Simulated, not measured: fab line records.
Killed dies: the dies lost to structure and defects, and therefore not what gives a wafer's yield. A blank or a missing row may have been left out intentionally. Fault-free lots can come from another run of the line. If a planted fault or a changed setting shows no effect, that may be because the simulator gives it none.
Which tool did it? / flow n5_finfet / 10 lots with 29 wafers sampled at 5 steps, on a route of 1938 steps

WHAT THE GAUGES SHOWED, per wafer
N5_MOL_CONTACT_COAG_INSPECT_10: inspects for defects (brightfield). Usual: raw_defect_count reads 80 (standard deviation 30).
lot=L963; measured=day 5 10:37; on=defect_inspect-02; raw_defect_count=84 115 93; flag=
lot=L964; measured=day 5 19:40; on=defect_inspect-02; raw_defect_count=55 54 50; flag=
lot=L965; measured=day 5 21:23; on=defect_inspect-02; raw_defect_count=51 84 50; flag=
lot=L966; measured=day 6 09:20; on=defect_inspect-02; raw_defect_count=62 54 87; flag=
lot=L968; measured=day 6 18:14; on=defect_inspect-01; raw_defect_count=87 77 89; flag=
lot=L970; measured=day 7 03:32; on=defect_inspect-01; raw_defect_count=104 124 143; flag=
lot=L978; measured=day 9 07:46; on=defect_inspect-01; raw_defect_count=63 53 104; flag=
lot=L979; measured=day 9 09:13; on=defect_inspect-02; raw_defect_count=58 88; flag=
lot=L982; measured=day 10 02:47; on=defect_inspect-01; raw_defect_count=119 145 116; flag=
lot=L983; measured=day 10 10:52; on=defect_inspect-02; raw_defect_count=82 56 87; flag=

N5_BEOL_M4_RC_MEAS_101. Usual: DIBL_N 36.5 mV/V, standard deviation 1.4; DIBL_P 36.6 mV/V, standard deviation 1.6; IOFF_N 0.160 nA/um, standard deviation 0.024; IOFF_P 0.217 nA/um, standard deviation 0.029; ION_N 674 uA/um, standard deviation 8.7; ION_P 464 uA/um, standard deviation 6.5; SS_N 71.6 mV/dec, standard deviation 0.47; SS_P 73.4 mV/dec, standard deviation 0.57; VT_N 250.0 mV, standard deviation 2.5; VT_P -250 mV, standard deviation 3.1.
lot=L963; measured=day 9 01:41; on=prober-02; DIBL_N (mV/V)=34.9 33.5 35.1; DIBL_P (mV/V)=35.5 33.6 36.0; IOFF_N (nA/um)=0.155 0.128 0.159; IOFF_P (nA/um)=0.228 0.191 0.224; ION_N (uA/um)=680 667 687; ION_P (uA/um)=471 466 471; SS_N (mV/dec)=71.6 71.3 72.0; SS_P (mV/dec)=73.5 72.9 73.1; VT_N (mV)=249.3 252.2 249.7; VT_P (mV)=-249 -252 -247; flag=
lot=L964; measured=day 9 03:20; on=prober-01; DIBL_N (mV/V)=37.1 36.6 36.3; DIBL_P (mV/V)=37.2 36.7 36.3; IOFF_N (nA/um)=0.180 0.178 0.169; IOFF_P (nA/um)=0.253 0.256 0.241; ION_N (uA/um)=687 675 684; ION_P (uA/um)=474 468 475; SS_N (mV/dec)=71.6 71.7 71.6; SS_P (mV/dec)=73.5 72.6 73.6; VT_N (mV)=247.7 247.2 244.9; VT_P (mV)=-247 -246 -245; flag=
lot=L965; measured=day 9 18:49; on=prober-02; DIBL_N (mV/V)=38.8 35.9 37.8; DIBL_P (mV/V)=39.8 36.3 38.6; IOFF_N (nA/um)=0.211 0.160 0.187; IOFF_P (nA/um)=0.253 0.196 0.226; ION_N (uA/um)=694 677 679; ION_P (uA/um)=465 457 460; SS_N (mV/dec)=72.7 71.2 70.8; SS_P (mV/dec)=74.1 73.5 74.0; VT_N (mV)=248.9 250.0 249.7; VT_P (mV)=-249 -253 -253; flag=
lot=L966; measured=day 9 20:58; on=prober-01; DIBL_N (mV/V)=36.2 35.4 36.4; DIBL_P (mV/V)=36.6 34.5 37.0; IOFF_N (nA/um)=0.161 0.140 0.168; IOFF_P (nA/um)=0.244 0.202 0.238; ION_N (uA/um)=670 670 679; ION_P (uA/um)=472 462 470; SS_N (mV/dec)=71.7 71.5 71.6; SS_P (mV/dec)=74.0 72.5 73.5; VT_N (mV)=248.0 250.6 248.6; VT_P (mV)=-245 -246 -246; flag=
lot=L968; measured=day 10 11:13; on=prober-01; DIBL_N (mV/V)=36.3 37.1 36.9; DIBL_P (mV/V)=37.3 37.9 37.7; IOFF_N (nA/um)=0.169 0.187 0.176; IOFF_P (nA/um)=0.261 0.267 0.256; ION_N (uA/um)=678 673 689; ION_P (uA/um)=474 474 474; SS_N (mV/dec)=71.1 72.0 71.9; SS_P (mV/dec)=74.2 73.4 73.4; VT_N (mV)=248.6 245.1 248.4; VT_P (mV)=-245 -243 -244; flag=
lot=L970; measured=day 10 02:55; on=prober-02; DIBL_N (mV/V)=38.4 37.3 37.9; DIBL_P (mV/V)=37.1 36.7 36.9; IOFF_N (nA/um)=0.194 0.182 0.184; IOFF_P (nA/um)=0.234 0.243 0.232; ION_N (uA/um)=675 687 680; ION_P (uA/um)=462 467 469; SS_N (mV/dec)=71.9 71.9 71.9; SS_P (mV/dec)=73.4 74.1 73.7; VT_N (mV)=245.2 248.5 245.5; VT_P (mV)=-250 -250 -251; flag=
lot=L978; measured=day 12 14:25; on=prober-01; DIBL_N (mV/V)=36.7 36.8 35.0; DIBL_P (mV/V)=38.8 39.0 36.9; IOFF_N (nA/um)=0.167 0.173 0.146; IOFF_P (nA/um)=0.226 0.231 0.194; ION_N (uA/um)=666 669 672; ION_P (uA/um)=463 459 460; SS_N (mV/dec)=72.0 71.6 71.7; SS_P (mV/dec)=74.2 73.8 73.3; VT_N (mV)=249.4 250.7 250.6; VT_P (mV)=-253 -250 -252; flag=
lot=L979; measured=day 13 01:26; on=prober-02; DIBL_N (mV/V)=35.5 35.2; DIBL_P (mV/V)=36.7 36.0; IOFF_N (nA/um)=0.149 0.134; IOFF_P (nA/um)=0.202 0.193; ION_N (uA/um)=673 658; ION_P (uA/um)=465 458; SS_N (mV/dec)=71.7 71.9; SS_P (mV/dec)=73.1 73.4; VT_N (mV)=250.4 254.7; VT_P (mV)=-252 -251; flag=
lot=L982; measured=day 13 13:08; on=prober-01; DIBL_N (mV/V)=35.8 34.8 37.9; DIBL_P (mV/V)=38.6 37.1 40.1; IOFF_N (nA/um)=0.164 0.143 0.199; IOFF_P (nA/um)=0.217 0.193 0.236; ION_N (uA/um)=677 677 686; ION_P (uA/um)=454 461 458; SS_N (mV/dec)=71.6 70.9 73.0; SS_P (mV/dec)=73.5 73.4 74.4; VT_N (mV)=248.1 252.1 248.2; VT_P (mV)=-249 -250 -249; flag=
lot=L983; measured=day 13 16:08; on=prober-02; DIBL_N (mV/V)=37.0 36.4 36.7; DIBL_P (mV/V)=36.3 36.3 36.4; IOFF_N (nA/um)=0.169 0.166 0.173; IOFF_P (nA/um)=0.218 0.213 0.222; ION_N (uA/um)=677 682 680; ION_P (uA/um)=459 464 464; SS_N (mV/dec)=72.2 71.4 72.0; SS_P (mV/dec)=72.9 74.0 73.8; VT_N (mV)=249.2 247.6 247.2; VT_P (mV)=-251 -252 -249; flag=

EACH LOT AND THE TOOL THAT RAN IT (in order: tool; ch and the chambers of the sampled wafers; start)
lot=L963; N5_MOL_CONTACT_COAG_PRE_CLEAN_142=pvd_sputter-02, day 5 19:17; N5_MOL_CONTACT_COAG_SPUTTER_130=pvd_sputter-02, day 5 19:21; N5_MOL_CONTACT_COAG_ALD_27=ald_sin-03 ch 0,1,2, day 5 20:23
lot=L964; N5_MOL_CONTACT_COAG_PRE_CLEAN_142=pvd_sputter-02, day 6 00:05; N5_MOL_CONTACT_COAG_SPUTTER_130=pvd_sputter-02, day 6 00:08; N5_MOL_CONTACT_COAG_ALD_27=ald_sin-01 ch 1,3, day 6 01:08
lot=L965; N5_MOL_CONTACT_COAG_PRE_CLEAN_142=pvd_sputter-03, day 6 02:17; N5_MOL_CONTACT_COAG_SPUTTER_130=pvd_sputter-03, day 6 02:20; N5_MOL_CONTACT_COAG_ALD_27=ald_sin-03 ch 0,1, day 6 03:28
lot=L966; N5_MOL_CONTACT_COAG_PRE_CLEAN_142=pvd_sputter-03, day 6 14:19; N5_MOL_CONTACT_COAG_SPUTTER_130=pvd_sputter-03, day 6 14:22; N5_MOL_CONTACT_COAG_ALD_27=ald_sin-03 ch 0,3, day 6 15:34
lot=L968; N5_MOL_CONTACT_COAG_PRE_CLEAN_142=pvd_sputter-01, day 7 01:40; N5_MOL_CONTACT_COAG_SPUTTER_130=pvd_sputter-01, day 7 01:43; N5_MOL_CONTACT_COAG_ALD_27=ald_sin-03 ch 0,2,3, day 7 03:32
lot=L970; N5_MOL_CONTACT_COAG_PRE_CLEAN_142=pvd_sputter-01, day 7 08:26; N5_MOL_CONTACT_COAG_SPUTTER_130=pvd_sputter-01, day 7 08:29; N5_MOL_CONTACT_COAG_ALD_27=ald_sin-02 ch 0,3, day 7 09:29
lot=L978; N5_MOL_CONTACT_COAG_PRE_CLEAN_142=pvd_sputter-03, day 9 13:50; N5_MOL_CONTACT_COAG_SPUTTER_130=pvd_sputter-03, day 9 13:53; N5_MOL_CONTACT_COAG_ALD_27=ald_sin-03 ch 0,3, day 9 15:12
lot=L979; N5_MOL_CONTACT_COAG_PRE_CLEAN_142=pvd_sputter-01, day 9 15:24; N5_MOL_CONTACT_COAG_SPUTTER_130=pvd_sputter-01, day 9 15:28; N5_MOL_CONTACT_COAG_ALD_27=ald_sin-03 ch 3, day 9 16:54
lot=L982; N5_MOL_CONTACT_COAG_PRE_CLEAN_142=pvd_sputter-02, day 10 10:10; N5_MOL_CONTACT_COAG_SPUTTER_130=pvd_sputter-02, day 10 10:14; N5_MOL_CONTACT_COAG_ALD_27=ald_sin-02 ch 1,2,3, day 10 11:14
lot=L983; N5_MOL_CONTACT_COAG_PRE_CLEAN_142=pvd_sputter-03, day 10 16:19; N5_MOL_CONTACT_COAG_SPUTTER_130=pvd_sputter-03, day 10 16:23; N5_MOL_CONTACT_COAG_ALD_27=ald_sin-01 ch 0,2, day 10 17:25
- N5_MOL_CONTACT_COAG_PRE_CLEAN_142: time 60 s.
- N5_MOL_CONTACT_COAG_SPUTTER_130: material Co, target thk 47.5 nm.
- N5_MOL_CONTACT_COAG_ALD_27: deposits SiOC, target thk 17 nm, pulse time 1.5 s, time 2720 s.

AS READ BY THE TOOLS THEMSELVES (means over the sampled wafers that have a number; for cases with no such wafer, the mark the record gives instead)
N5_MOL_CONTACT_COAG_PRE_CLEAN_142. Usual: heater_power_w reads 422 W (standard deviation 46).
lot=L963; tool=pvd_sputter-02; heater_power_w (W)=440; flag=
lot=L964; tool=pvd_sputter-02; heater_power_w (W)=447; flag=
lot=L965; tool=pvd_sputter-03; heater_power_w (W)=377; flag=
lot=L966; tool=pvd_sputter-03; heater_power_w (W)=394; flag=
lot=L968; tool=pvd_sputter-01; heater_power_w (W)=438; flag=
lot=L970; tool=pvd_sputter-01; heater_power_w (W)=440; flag=
lot=L978; tool=pvd_sputter-03; heater_power_w (W)=442; flag=
lot=L979; tool=pvd_sputter-01; heater_power_w (W)=404; flag=
lot=L982; tool=pvd_sputter-02; heater_power_w (W)=458; flag=
lot=L983; tool=pvd_sputter-03; heater_power_w (W)=426; flag=

N5_MOL_CONTACT_COAG_SPUTTER_130. Usual: throttle_valve_pct reads 30.4 % (standard deviation 1.2).
lot=L963; tool=pvd_sputter-02; throttle_valve_pct (%)=29.8; flag=
lot=L964; tool=pvd_sputter-02; throttle_valve_pct (%)=29.1; flag=
lot=L965; tool=pvd_sputter-03; throttle_valve_pct (%)=31.5; flag=
lot=L966; tool=pvd_sputter-03; throttle_valve_pct (%)=30.5; flag=
lot=L968; tool=pvd_sputter-01; throttle_valve_pct (%)=30.1; flag=
lot=L970; tool=pvd_sputter-01; throttle_valve_pct (%)=29.8; flag=
lot=L978; tool=pvd_sputter-03; throttle_valve_pct (%)=31.3; flag=
lot=L979; tool=pvd_sputter-01; throttle_valve_pct (%)=29.8; flag=
lot=L982; tool=pvd_sputter-02; throttle_valve_pct (%)=29.9; flag=
lot=L983; tool=pvd_sputter-03; throttle_valve_pct (%)=32.1; flag=

N5_MOL_CONTACT_COAG_ALD_27. Usual: heater_power_w 798 W, standard deviation 86; precursor_pulse_height_rel 0.998, standard deviation 0.017; run_length_s 2769.9 s, standard deviation 0.6.
lot=L963; tool=ald_sin-03; heater_power_w (W)=711; precursor_pulse_height_rel=0.994; run_length_s (s)=2770.1; flag=
lot=L964; tool=ald_sin-01; heater_power_w (W)=800; precursor_pulse_height_rel=0.996; run_length_s (s)=2769.9; flag=
lot=L965; tool=ald_sin-03; heater_power_w (W)=679; precursor_pulse_height_rel=0.987; run_length_s (s)=2770.0; flag=
lot=L966; tool=ald_sin-03; heater_power_w (W)=830; precursor_pulse_height_rel=0.998; run_length_s (s)=2769.9; flag=
lot=L968; tool=ald_sin-03; heater_power_w (W)=786; precursor_pulse_height_rel=0.994; run_length_s (s)=2770.1; flag=
lot=L970; tool=ald_sin-02; heater_power_w (W)=904; precursor_pulse_height_rel=0.988; run_length_s (s)=2769.8; flag=
lot=L978; tool=ald_sin-03; heater_power_w (W)=823; precursor_pulse_height_rel=1.022; run_length_s (s)=3279.0; flag=OFF
lot=L979; tool=ald_sin-03; heater_power_w (W)=904; precursor_pulse_height_rel=0.977; run_length_s (s)=3533.3; flag=OFF
lot=L982; tool=ald_sin-02; heater_power_w (W)=846; precursor_pulse_height_rel=0.990; run_length_s (s)=2769.1; flag=
lot=L983; tool=ald_sin-01; heater_power_w (W)=780; precursor_pulse_height_rel=0.988; run_length_s (s)=2769.8; flag=

THE ANSWER, worked out from the rows above alone
Rule: lot off if the mean of its wafers having a number is beyond 3 standard deviations from the usual mean. Also off: a lot with no number at a reading for which 4 or more lots have one. Any other lot the step has rows for is counted as sound. First the gauges in route order, then the tools' own readings, where a lot's mean is used as printed above. The first step at which some lot is off is used, and at that step the reading that is off furthest; a lot without a number counts as furthest.
Off, at N5_MOL_CONTACT_COAG_ALD_27 on run_length_s: L978, L979.
If a tool, at that step or one of the process steps before it, ran each lot that is off and ran no sound lot following the first of them, it fits. One fits: ald_sin-03 at N5_MOL_CONTACT_COAG_ALD_27. Its last sound lot is L968 (day 7 03:32), its first lot that is off L978 (day 9 15:12): a fault that began between those two fits.
The tool's own readings at N5_MOL_CONTACT_COAG_ALD_27 bear it out: on the lots that are off they differ by more than 5 times the standard deviation of the sound lots' means. run_length_s reads 3406.2 s there against 2769.8 s on the sound lots.

WHAT THE SIMULATOR PUT IN
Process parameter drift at N5_MOL_CONTACT_COAG_ALD_27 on ald_sin-03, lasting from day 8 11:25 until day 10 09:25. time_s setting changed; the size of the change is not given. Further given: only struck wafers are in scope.
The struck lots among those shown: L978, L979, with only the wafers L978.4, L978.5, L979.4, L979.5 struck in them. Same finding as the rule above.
